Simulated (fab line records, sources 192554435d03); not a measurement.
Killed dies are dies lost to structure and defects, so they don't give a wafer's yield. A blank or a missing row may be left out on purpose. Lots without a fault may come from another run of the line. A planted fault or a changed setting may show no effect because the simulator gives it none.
fab line records | flow n5_finfet
record lots=6 wafers=18 last_day=18
route steps=1938 shown MOL_CONTACT_COAG@572 PASSIVATION@1936
lots that met no fault: from a run of the same line without faults
start_h: hours from the record's first day to the start of the lot's first wafer shown | wait_h: hours since the lot's step before | " the same as in the row above | L1.1+2: a row that stands for several wafers | - no value, or no start given | * or withheld: withheld | < > ~ a bound
route shown NAME@n: a module of which the file shows steps, and the number in the route of the first | usual: mean/standard deviation of fault-free wafers | same: alike in all rows | chamber/n: place in a boat | sites: the reading at each site | _std_site: their standard deviation | _edge_site: outer sites' mean less inner sites' | radius_mm: how far each site lies from the wafer's centre | mask NAME#n: copy n | behind: the tool/chamber that last shaped the wafer | hold: why the lot was held/for how many hours/how that ended | device: the transistor (n, p or np) that didn't switch | end of line: the same wafers' tests at the end of the route | a step without rows: its recipe alone | killed: dies lost to structure and defects at the first sort, not the wafer's yield | map: a wafer's dies, x killed, . not, _ none there
set.NAME: the setting as run; set.NAME@STEP: as run at that earlier step | model.NAME: the simulator's own value behind a step, which no gauge read
lots at some steps of the route; a table a step, a row a wafer
services: from which hour (start_h, from the record's first day; less than 0 if before it) a tool's chamber was out of use, for how many hours, and why
## steps
# step N5_MOL_CONTACT_COAG_DEVELOP_83
# recipe develop_time_s=30 developer=TMAH resist=CAR-EUV rinse_liquid=surfactant_rinse dry=air_spin dev_temp_c=23
# step N5_MOL_CONTACT_COAG_CD_MEAS_84
# recipe target_cd_nm=25.1 landing_energy_ev=500 detector=se_inlens polarity=opening
# usual cd_nm=25.08/0.25
# columns lot.wafer tool chamber start_h wait_h cd_nm
L332.2 cd_sem-02 0 97.61 - 25.09
L332.3 " 0 " " 25.02
L332.5 " 0 " " 25.01
L333.2 cd_sem-02 0 106.55 - 25.00
L333.3 " 0 " " 25.14
L333.6 " 0 " " 25.36
L341.2 cd_sem-03 0 154.91 - 25.64
L341.3 " 0 " " 25.36
L341.5 " 0 " " 25.30
L342.1 cd_sem-02 0 160.42 - 24.87
L342.4 " 0 " " 25.39
L342.6 " 0 " " 24.91
L346.2 cd_sem-02 0 193.02 - 25.25
L346.3 " 0 " " 25.43
L346.5 " 0 " " 25.31
L353.2 cd_sem-02 0 226.04 - 25.02
L353.4 " 0 " " 25.15
L353.5 " 0 " " 25.01
# step N5_MOL_CONTACT_COAG_OVL_MEAS_85
# recipe points_per_wafer=522
# usual VG_OVL=-0.4/0.75
# same points_per_wafer=522
# columns lot.wafer tool chamber start_h wait_h VG_OVL[nm]
L332.2 overlay-01 0 97.64 0.0 -0.7
L332.3 " 0 " " 0.0
L332.5 " 0 " " -0.5
L333.2 overlay-02 0 106.59 0.0 -0.7
L333.3 " 0 " " -0.1
L333.6 " 0 " " -0.2
L341.2 overlay-01 0 154.94 0.0 -1.6
L341.3 " 0 " " -1.6
L341.5 " 0 " " -1.7
L342.1 overlay-01 0 160.45 0.0 -1.0
L342.4 " 0 " " -0.5
L342.6 " 0 " " 0.5
L346.2 overlay-02 0 193.06 0.0 -0.6
L346.3 " 0 " " 0.1
L346.5 " 0 " " -1.0
L353.2 overlay-02 0 226.08 0.0 0.2
L353.4 " 0 " " -0.6
L353.5 " 0 " " -0.9
# step N5_MOL_CONTACT_COAG_INSPECT_57
# recipe mode=adi inspect_instrument=brightfield
# usual raw_defect_count=193/54
# columns lot.wafer tool chamber start_h wait_h raw_defect_count
L332.2 defect_inspect-01 - 97.70 0.0 180
L332.3 " - " " 224
L332.5 " - " " 207
L333.2 defect_inspect-02 - 106.64 0.0 183
L333.3 " - " " 227
L333.6 " - " " 280
L341.2 defect_inspect-01 - 155.00 0.0 223
L341.3 " - " " 145
L341.5 " - " " 153
L342.1 defect_inspect-01 - 160.50 0.1 231
L342.4 " - " " 284
L342.6 " - " " 207
L346.2 defect_inspect-02 - 193.11 0.0 244
L346.3 " - " " 187
L346.5 " - " " 236
L353.2 defect_inspect-02 - 226.13 0.0 180
L353.4 " - " " 133
L353.5 " - " " 162
# step N5_MOL_CONTACT_COAG_DESCUM_88
# recipe chemistry=O2 time_s=7 source_power_w=50 bias_power_w=20 pressure_mtorr=20 rf_frequency_hz=2.712e+07 temp_c=40 resist=CAR-EUV o2_flow_sccm=225
# usual drypump_motor_current_A=5.6/0.51 oes_product_au=0.84/0.086 rf_vpp_V=243.9/1.5 showerhead_plenum_p_Torr=2.14/0.085 throttle_valve_pct=20.38/0.14
# columns lot.wafer tool chamber start_h wait_h drypump_motor_current_A oes_product_au rf_hours_counter_h rf_vpp_V showerhead_plenum_p_Torr throttle_valve_pct
L332.2 rie_diel-01 1 97.73 0.0 5.1 0.94 11 246.3 2.23 20.31
L332.3 " 0 " " 5.7 0.84 68 243.5 2.12 20.29
L332.5 " 3 " " 6.3 0.97 - 242.5 2.06 20.45
L333.2 rie_diel-01 2 106.67 0.0 5.3 0.99 1 245.4 2.24 20.25
L333.3 " 0 " " 5.7 0.83 71 242.9 2.12 20.29
L333.6 " 0 " " 5.7 0.83 - 244.0 2.12 20.29
L341.2 rie_diel-03 3 155.03 0.0 4.8 0.72 201 244.5 2.16 20.73
L341.3 " 1 " " 6.5 0.89 47 245.3 2.22 20.33
L341.5 " 3 " " 4.8 0.72 - 244.5 2.16 20.73
L342.1 rie_diel-03 1 160.54 0.0 6.5 0.88 50 244.5 2.21 20.33
L342.4 " 0 " " 5.5 0.67 249 242.1 2.05 20.38
L342.6 " 0 " " 5.5 0.68 - 243.6 2.05 20.37
L346.2 rie_diel-01 3 193.72 0.6 6.3 0.89 34 243.0 2.05 20.49
L346.3 " 0 " " 5.7 0.81 99 243.8 2.11 20.34
L346.5 " 2 " " 5.3 0.92 - 246.4 2.23 20.30
L353.2 rie_diel-01 2 226.38 0.2 5.4 0.89 34 245.0 2.23 20.33
L353.4 " 3 " " 6.3 0.87 44 243.1 2.05 20.50
L353.5 " 1 " " 5.1 0.86 - 246.5 2.22 20.35
# step N5_MOL_CONTACT_COAG_ETCH_89
# recipe chemistry=N2/H2 target=underlayer target_depth_a=130 mask_material=CAR-EUV time_s=10.4 ion_energy_ev=200 pressure_mtorr=30 source_w=840 bias_w=150 n2_flow_sccm=200 h2_flow_sccm=200 ends=cleared
# step N5_MOL_CONTACT_COAG_ETCH_90
# recipe chemistry=CF4 target=SiARC target_depth_a=130 mask_material=CAR-EUV time_s=21.7 ion_energy_ev=80 pressure_mtorr=40 source_w=545 bias_w=36 Ar_flow_sccm=100 cf4_flow_sccm=100 ends=cleared
# usual drypump_motor_current_A=5.6/0.51 etch_rf_on_time_s=21.52/0.25 oes_product_au=0.72/0.072 rf_vpp_V=184.6/1.3 showerhead_plenum_p_Torr=2.19/0.081 throttle_valve_pct=15.54/0.17
# columns lot.wafer tool chamber start_h wait_h drypump_motor_current_A etch_rf_on_time_s oes_product_au rf_hours_counter_h rf_vpp_V showerhead_plenum_p_Torr throttle_valve_pct
L332.2 rie_diel-01 1 97.78 0.0 5.1 21.39 0.80 11 185.8 2.28 15.46
L332.3 " 0 " " 5.7 21.56 0.71 68 184.7 2.17 15.46
L332.5 " 3 " " 6.3 21.13 0.83 - 185.0 2.11 15.50
L333.2 rie_diel-01 2 106.73 0.0 5.3 21.60 0.84 1 185.1 2.28 15.38
L333.3 " 0 " " 5.8 21.61 0.71 71 183.2 2.17 15.43
L333.6 " 0 " " 5.7 21.60 0.71 - 183.8 2.17 15.46
L341.2 rie_diel-03 3 155.08 0.0 4.8 21.68 0.62 201 185.5 2.21 15.90
L341.3 " 1 " " 6.5 21.33 0.75 47 185.2 2.26 15.49
L341.5 " 3 " " 4.8 21.91 0.61 - 183.4 2.21 15.89
L342.1 rie_diel-03 1 160.59 0.0 6.5 21.16 0.74 50 187.0 2.26 15.49
L342.4 " 0 " " 5.5 21.42 0.58 249 184.3 2.11 15.72
L342.6 " 0 " " 5.5 21.34 0.59 - 184.5 2.11 15.70
L346.2 rie_diel-01 3 193.78 0.0 6.3 21.50 0.76 34 183.0 2.10 15.57
L346.3 " 0 " " 5.7 21.66 0.68 99 184.6 2.16 15.50
L346.5 " 2 " " 5.3 21.74 0.77 - 185.5 2.27 15.44
L353.2 rie_diel-01 2 226.44 0.0 5.3 21.64 0.75 34 185.0 2.27 15.43
L353.4 " 3 " " 6.3 21.16 0.74 44 182.6 2.10 15.60
L353.5 " 1 " " 5.1 21.43 0.74 - 186.2 2.27 15.53
# step N5_MOL_CONTACT_COAG_ALD_131
# recipe material=SiO2 target_thk_a=50 temp_c=100 ald_precursor_family=BDEAS ald_co_reactant=O2-plasma pulse_time_s=1 co_reactant_pulse_time_s=1 purge_time_s=2 co_reactant_purge_time_s=2 ald_cycles=35 pressure_torr=2
# step N5_MOL_CONTACT_COAG_ETCHBACK_132
# recipe chemistry=CHF3 target=SiO2 target_depth_a=100 time_s=6.7 ion_energy_ev=200 pressure_mtorr=30 source_w=610 bias_w=170 Ar_flow_sccm=200 CHF3_flow_sccm=50
# usual CHF3_flow_sccm=50.00/0.16 drypump_motor_current_A=5.6/0.53 oes_product_au=0.83/0.09 rf_vpp_V=525/5.9 showerhead_plenum_p_Torr=2.41/0.094 throttle_valve_pct=18.66/0.2
# columns lot.wafer tool chamber start_h wait_h CHF3_flow_sccm drypump_motor_current_A oes_product_au rf_hours_counter_h rf_vpp_V showerhead_plenum_p_Torr throttle_valve_pct
L332.2 rie_diel-03 1 98.04 0.1 49.86 6.5 0.92 26 530 2.53 18.59
L332.3 " 2 " " 50.06 5.3 0.74 178 519 2.28 18.85
L332.5 " 1 " " 50.05 6.5 0.90 - 531 2.53 18.60
L333.2 rie_diel-03 1 106.99 0.1 49.83 6.5 0.92 30 530 2.52 18.60
L333.3 " 3 " " 50.15 4.9 0.73 183 527 2.46 18.97
L333.6 " 3 " " 50.02 4.8 0.74 - 527 2.46 18.97
L341.2 rie_diel-03 1 155.34 0.1 49.68 6.5 0.88 47 530 2.52 18.64
L341.3 " 3 " " 50.03 4.8 0.72 201 527 2.46 19.00
L341.5 " 0 " " 49.71 5.5 0.68 - 525 2.33 18.70
L342.1 rie_diel-03 1 161.50 0.1 50.02 6.5 0.88 50 530 2.52 18.66
L342.4 " 0 " " 49.96 5.5 0.68 249 525 2.33 18.71
L342.6 " 2 " " 49.91 5.3 0.73 - 520 2.28 18.85
L346.2 rie_diel-04 2 194.04 0.1 49.93 6.1 0.80 97 519 2.40 18.52
L346.3 " 1 " " 50.18 5.0 0.87 29 525 2.51 18.32
L346.5 " 2 " " 50.18 6.1 0.79 - 518 2.40 18.51
L353.2 rie_diel-04 2 227.20 0.1 50.07 6.1 0.79 107 519 2.40 18.54
L353.4 " 1 " " 49.91 5.0 0.86 40 525 2.51 18.34
L353.5 " 3 " " 50.16 6.0 0.97 - 527 2.54 18.68
# step N5_MOL_CONTACT_COAG_ETCH_91
# recipe chemistry=N2/H2 target=SOC target_depth_a=600 overetch_a=210 mask_material=SiARC temp_c=40 time_s=101.2 ion_energy_ev=200 pressure_mtorr=30 source_w=840 bias_w=150 n2_flow_sccm=200 h2_flow_sccm=200
# usual drypump_motor_current_A=5.6/0.53 oes_product_au=0.69/0.072 rf_vpp_V=525/3.1 showerhead_plenum_p_Torr=2.57/0.11 throttle_valve_pct=17.77/0.22
# columns lot.wafer tool chamber start_h wait_h drypump_motor_current_A oes_product_au rf_hours_counter_h rf_vpp_V showerhead_plenum_p_Torr throttle_valve_pct
L332.2 rie_diel-03 1 98.08 0.0 6.5 0.75 26 528 2.71 17.75
L332.3 " 2 " " 5.3 0.62 178 521 2.43 18.00
L332.5 " 1 " " 6.5 0.76 - 528 2.71 17.77
L333.2 rie_diel-03 1 107.02 0.0 6.5 0.75 30 529 2.71 17.77
L333.3 " 3 " " 4.9 0.62 183 527 2.63 18.14
L333.6 " 3 " " 4.9 0.62 - 527 2.63 18.15
L341.2 rie_diel-03 1 155.38 0.0 6.4 0.72 47 527 2.70 17.79
L341.3 " 3 " " 4.9 0.60 201 526 2.62 18.19
L341.5 " 0 " " 5.5 0.57 - 523 2.49 17.75
L342.1 rie_diel-03 1 161.53 0.0 6.5 0.73 50 529 2.70 17.80
L342.4 " 0 " " 5.5 0.57 249 522 2.49 17.76
L342.6 " 2 " " 5.3 0.62 - 519 2.43 18.01
L346.2 rie_diel-04 2 194.07 0.0 6.1 0.67 97 526 2.56 17.56
L346.3 " 1 " " 5.0 0.74 29 527 2.71 17.61
L346.5 " 2 " " 6.1 0.66 - 525 2.56 17.56
L353.2 rie_diel-04 2 227.23 0.0 6.1 0.65 108 524 2.55 17.57
L353.4 " 1 " " 5.0 0.72 40 528 2.70 17.64
L353.5 " 3 " " 6.1 0.80 - 530 2.71 17.70
# step N5_MOL_CONTACT_COAG_STRIP_92
# recipe chemistry=N2/H2 temp_c=40 n2_flow_sccm=200 h2_flow_sccm=200 rf_frequency_hz=6e+07
# step N5_MOL_CONTACT_COAG_STRIP_93
# recipe chemistry=N2/H2 temp_c=40 n2_flow_sccm=200 h2_flow_sccm=200 rf_frequency_hz=6e+07
# step N5_MOL_CONTACT_COAG_ETCHBACK_135
# recipe chemistry=CHF3 target=SiO2 target_depth_a=250 time_s=16.7 ion_energy_ev=200 pressure_mtorr=30 source_w=610 bias_w=170 Ar_flow_sccm=200 CHF3_flow_sccm=50
# usual CHF3_flow_sccm=49.99/0.14 drypump_motor_current_A=5.6/0.53 oes_product_au=0.83/0.089 rf_vpp_V=525/5.9 showerhead_plenum_p_Torr=2.41/0.094 throttle_valve_pct=18.66/0.2
# columns lot.wafer tool chamber start_h wait_h CHF3_flow_sccm drypump_motor_current_A oes_product_au rf_hours_counter_h rf_vpp_V showerhead_plenum_p_Torr throttle_valve_pct model.SOC_of_MOL_CONTACT_COAG_COAT_75.thk_nm
L332.2 rie_diel-03 2 98.17 0.0 49.85 5.3 0.74 178 520 2.28 18.83 57.4
L332.3 " 3 " " 49.93 4.8 0.74 179 528 2.47 18.97 57.4
L332.5 " 1 " " 49.72 6.5 0.91 - 530 2.53 18.59 57.6
L333.2 rie_diel-03 1 107.11 0.0 49.71 6.5 0.91 30 529 2.52 18.59 57.4
L333.3 " 3 " " 49.66 4.9 0.74 183 528 2.46 18.97 57.4
L333.6 " 3 " " 50.02 4.8 0.73 - 528 2.46 18.99 57.6
L341.2 rie_diel-03 1 155.47 0.0 50.01 6.5 0.63 47 529 2.52 18.59 58.6
L341.3 " 3 " " 50.03 4.9 0.52 201 528 2.46 18.97 58.6
L341.5 " 0 " " 49.98 5.5 0.49 - 523 2.33 18.66 58.6
L342.1 rie_diel-03 1 161.62 0.0 49.84 6.5 0.62 50 531 2.52 18.63 58.8
L342.4 " 0 " " 49.86 5.5 0.48 249 525 2.33 18.68 58.8
L342.6 " 2 " " 49.96 5.3 0.52 - 520 2.28 18.83 58.8
L346.2 rie_diel-04 2 194.16 0.0 50.17 6.1 0.79 97 519 2.40 18.52 57.4
L346.3 " 1 " " 49.99 5.1 0.88 29 525 2.51 18.34 57.4
L346.5 " 2 " " 49.94 6.1 0.80 - 519 2.40 18.51 57.2
L353.2 rie_diel-04 2 227.32 0.0 49.83 6.1 0.79 108 519 2.40 18.54 57.2
L353.4 " 1 " " 50.09 5.1 0.86 40 526 2.51 18.35 57.2
L353.5 " 3 " " 50.28 6.1 0.97 - 526 2.54 18.68 57.2
# step N5_MOL_CONTACT_COAG_STRIP_118
# recipe chemistry=CHF3 resist=SiARC rf_frequency_hz=6e+07
# step N5_MOL_CONTACT_COAG_VIA_ETCH_46
# recipe chemistry=C4F6/O2 target_depth_a=460 overetch_a=92 mask_material=SOC target=SiO2 bias_w=455 pressure_mtorr=10 time_s=40 source_w=325 Ar_flow_sccm=300 C4F6_flow_sccm=10 O2_flow_sccm=10 ion_energy_ev=575.3 ends=end_point
# usual drypump_motor_current_A=5.6/0.53 oes_product_au=0.74/0.078 rf_vpp_V=1591/17 showerhead_plenum_p_Torr=2.87/0.11 throttle_valve_pct=40.93/0.28
# columns lot.wafer tool chamber start_h wait_h drypump_motor_current_A oes_product_au rf_hours_counter_h rf_vpp_V showerhead_plenum_p_Torr throttle_valve_pct model.SOC_of_MOL_CONTACT_COAG_COAT_75.thk_nm
L332.2 rie_diel-03 3 98.20 0.0 4.8 0.67 179 1599 2.94 41.48 50.8
L332.3 " 0 " " 5.5 0.62 225 1583 2.79 40.45 50.8
L332.5 " 0 " " 5.5 0.63 - 1584 2.79 40.47 50.8
L333.2 rie_diel-03 1 107.15 0.0 6.4 0.80 30 1604 3.01 40.86 50.8
L333.3 " 3 " " 4.8 0.66 183 1599 2.94 41.48 50.8
L333.6 " 3 " " 4.8 0.66 - 1600 2.94 41.49 51
L341.2 rie_diel-03 1 155.50 0.0 6.5 0.77 47 1604 3.00 40.87 52
L341.3 " 3 " " 4.9 0.64 201 1598 2.93 41.48 52
L341.5 " 0 " " 5.5 0.62 - 1584 2.78 40.48 52
L342.1 rie_diel-03 1 161.66 0.0 6.5 0.77 50 1605 3.00 40.86 52
L342.4 " 0 " " 5.5 0.61 249 1582 2.78 40.47 52.2
L342.6 " 2 " " 5.3 0.66 - 1573 2.72 41.07 52.4
L346.2 rie_diel-04 2 194.19 0.0 6.1 0.70 97 1570 2.86 40.71 50.8
L346.3 " 1 " " 5.1 0.78 29 1592 3.00 40.61 50.8
L346.5 " 2 " " 6.1 0.71 - 1570 2.86 40.71 50.4
L353.2 rie_diel-04 2 227.35 0.0 6.1 0.70 108 1569 2.86 40.72 50.4
L353.4 " 1 " " 5.1 0.77 40 1592 2.99 40.61 50.4
L353.5 " 3 " " 6.1 0.87 - 1599 3.03 41.13 50.4
# step N5_MOL_CONTACT_COAG_STRIP_96
# recipe chemistry=N2/H2 power_w=500 temp_c=40 pressure_mtorr=50 rf_frequency_hz=6e+07 overash_fraction=0.3 bias_power_w=28 h2_frac=0.5 n2_flow_sccm=300 h2_flow_sccm=300
# usual drypump_motor_current_A=5.6/0.53 oes_product_au=0.83/0.09 rf_vpp_V=122.0/1.3 showerhead_plenum_p_Torr=3.40/0.14 throttle_valve_pct=18.9/0.31
# columns lot.wafer tool chamber start_h wait_h drypump_motor_current_A oes_product_au rf_hours_counter_h rf_vpp_V showerhead_plenum_p_Torr throttle_valve_pct
L332.2 rie_diel-03 3 98.27 0.0 4.8 0.73 179 122.0 3.47 19.5
L332.3 " 0 " " 5.5 0.69 225 122.8 3.31 18.6
L332.5 " 0 " " 5.5 0.70 - 122.9 3.31 18.6
L333.2 rie_diel-03 1 107.21 0.0 6.5 0.91 30 122.0 3.57 18.9
L333.3 " 3 " " 4.9 0.73 183 124.5 3.47 19.5
L333.6 " 3 " " 4.8 0.73 - 123.5 3.47 19.5
L341.2 rie_diel-03 1 155.57 0.0 6.5 0.89 47 123.3 3.56 19.0
L341.3 " 3 " " 4.9 0.72 201 123.4 3.46 19.5
L341.5 " 0 " " 5.5 0.68 - 121.8 3.29 18.6
L342.1 rie_diel-03 1 161.72 0.0 6.5 0.89 50 122.1 3.56 18.9
L342.4 " 0 " " 5.5 0.68 249 120.8 3.29 18.6
L342.6 " 2 " " 5.3 0.73 - 120.8 3.21 19.2
L346.2 rie_diel-04 2 194.26 0.0 6.1 0.80 97 124.4 3.38 18.6
L346.3 " 1 " " 5.1 0.89 29 121.8 3.57 19.0
L346.5 " 2 " " 6.1 0.81 - 123.1 3.38 18.6
L353.2 rie_diel-04 2 227.42 0.0 6.1 0.79 108 121.1 3.37 18.6
L353.4 " 1 " " 5.1 0.87 40 124.2 3.56 19.0
L353.5 " 3 " " 6.0 0.96 - 121.7 3.57 18.7
# step N5_PASSIVATION_PROBE_49
# usual killed_at_M0_to_M3=36/11 killed_at_M4_up=14/5.6 killed_at_contacts=11/5.6 killed_at_front_end=40/12 killed_at_other=4/3.2 killed_dies=105/17 killed_on_rim=14/3.4 killed_open=69/12 killed_short=34/8.4
# same gross_dies=1180 killed_at_back_side=0
# columns lot.wafer tool chamber start_h wait_h killed_at_M0_to_M3 killed_at_M4_up killed_at_contacts killed_at_front_end killed_at_other killed_dies killed_on_rim killed_open killed_short
L342.1 prober-01 - 367.42 0.0 33 23 11 46 3 116 11 72 43
L342.4 prober-01 - 367.57 0.2 64 11 6 27 5 113 14 77 36
L342.6 prober-01 - 367.67 0.3 35 7 7 20 1 70 9 55 14
L346.2 prober-02 - 397.64 0.1 36 7 8 36 16 103 13 58 44
L346.3 prober-02 - 397.69 0.1 33 12 6 60 2 113 14 71 41
L346.5 prober-02 - 397.79 0.2 22 23 6 52 1 104 19 71 32
# killed by level:class
L342.1 FIN_SAQP:geometric_particle:short=12 MOL_CONTACT_COAG:geometric_particle:open=10 FIN_SAQP:geometric_particle:open=9 BEOL_M3:geometric_particle:open=9 BEOL_M0_SAQP:geometric_particle:short=7 BEOL_M4:geometric_particle:open=7 BEOL_M2:geometric_particle:open=6 BEOL_M4:geometric_particle:short=5
L342.4 BEOL_M3:geometric_particle:open=13 BEOL_M2:geometric_particle:open=12 BEOL_M1:geometric_particle:open=10 BEOL_M0_SAQP:geometric_particle:short=10 FIN_SAQP:geometric_particle:open=9 FIN_SAQP:geometric_particle:short=8 BEOL_M0_SAQP:geometric_particle:open=6 MOL_CONTACT_COAG:geometric_particle:open=5
L342.6 BEOL_M1:geometric_particle:open=10 BEOL_M2:geometric_particle:open=8 MOL_CONTACT_COAG:geometric_particle:open=7 STARTING-WAFER:geometric_particle:open=5 BEOL_M0:geometric_particle:open=4 BEOL_M3:geometric_particle:open=4 FIN_CUT:geometric_particle:open=3 BEOL_M0_SAQP:geometric_particle:short=3
L346.2 BEOL_M0_SAQP:geometric_particle:short=16 FIN_SAQP:geometric_particle:open=10 MOL_CONTACT_COAG:geometric_particle:open=7 BEOL_M0_SAQP:geometric_particle:open=7 FIN_SAQP:geometric_particle:short=6 STI_FIN_REVEAL:geometric_particle:open=6 MIM_TOP_ETCH:geometric_particle:short=6 DUMMY_GATE:geometric_particle:open=5
L346.3 FIN_SAQP:geometric_particle:open=23 FIN_SAQP:geometric_particle:short=10 BEOL_M3:geometric_particle:open=6 MOL_CONTACT_COAG:geometric_particle:open=6 GATE_CUT:geometric_particle:short=5 DUMMY_GATE:geometric_particle:open=5 BEOL_M0:geometric_particle:open=5 BEOL_M0_SAQP:geometric_particle:open=4
L346.5 FIN_SAQP:geometric_particle:open=17 FIN_SAQP:geometric_particle:short=12 STI_FIN_REVEAL:geometric_particle:open=10 BEOL_M0_SAQP:geometric_particle:open=6 BEOL_M0_SAQP:geometric_particle:short=5 BEOL_M4:geometric_particle:open=5 BEOL_M5:geometric_particle:open=5 DUMMY_GATE:geometric_particle:open=4
## services
# columns tool chamber start_h hours kind
rie_diel-01 2 85.67 - clean
rie_diel-01 2 85.67 - consumable_replace:focus_ring
rie_diel-01 2 85.67 - consumable_replace:showerhead
rie_diel-01 2 85.67 16.1 scheduled_down
rie_diel-01 2 85.67 16.1 vent_cycle
rie_diel-04 1 92.78 - clean
rie_diel-04 1 92.78 - consumable_replace:focus_ring
rie_diel-04 1 92.78 - consumable_replace:showerhead
rie_diel-04 1 92.78 18.6 scheduled_down
rie_diel-04 1 92.78 18.6 vent_cycle
rie_diel-04 3 103.26 4.3 repair
rie_diel-01 - 129.43 10.9 repair
rie_diel-04 3 138.33 9.4 repair
rie_diel-01 2 143.52 8.2 repair
rie_diel-03 0 165.44 - clean
rie_diel-03 0 165.44 - consumable_replace:focus_ring
rie_diel-03 0 165.44 20.8 scheduled_down
rie_diel-03 0 165.44 20.8 vent_cycle
rie_diel-04 3 182.81 - clean
rie_diel-04 3 182.81 - consumable_replace:focus_ring
rie_diel-04 3 182.81 - consumable_replace:showerhead
rie_diel-04 3 182.81 17.6 scheduled_down
rie_diel-04 3 182.81 17.6 vent_cycle
## key
first_sign step=N5_MOL_CONTACT_COAG_ETCHBACK_135 reading=oes_product_au direction=down sigmas=3.2 usual=0.83 struck=0.54
effect none on later readings
model_effect step=N5_MOL_CONTACT_COAG_ETCHBACK_135 value=SOC_of_MOL_CONTACT_COAG_COAT_75.thk_nm without=57.5 struck=58.7
model_effect step=N5_MOL_CONTACT_COAG_VIA_ETCH_46 value=SOC_of_MOL_CONTACT_COAG_COAT_75.thk_nm without=50.9 struck=52.1
met_at N5_MOL_CONTACT_COAG_ETCHBACK_135
struck_wafers L341.2,L341.3,L341.5,L342.1,L342.4,L342.6
tester_left_out L341,L342
onset_between 107.11 155.47
fault kind=process_parameter_drift tool=rie_diel-03 chamber=- onset_h=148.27 steps=N5_MOL_CONTACT_COAG_ETCHBACK_135 channel=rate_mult offset=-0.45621 shape=step end_h=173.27
# tester_left_out: of these lots the tester's yield and bins aren't shown, on N5 and GAA mostly nor the transistor test; their killed dies are dies lost to structure and defects alone, not to doping, threshold or leakage, so they don't give the yield
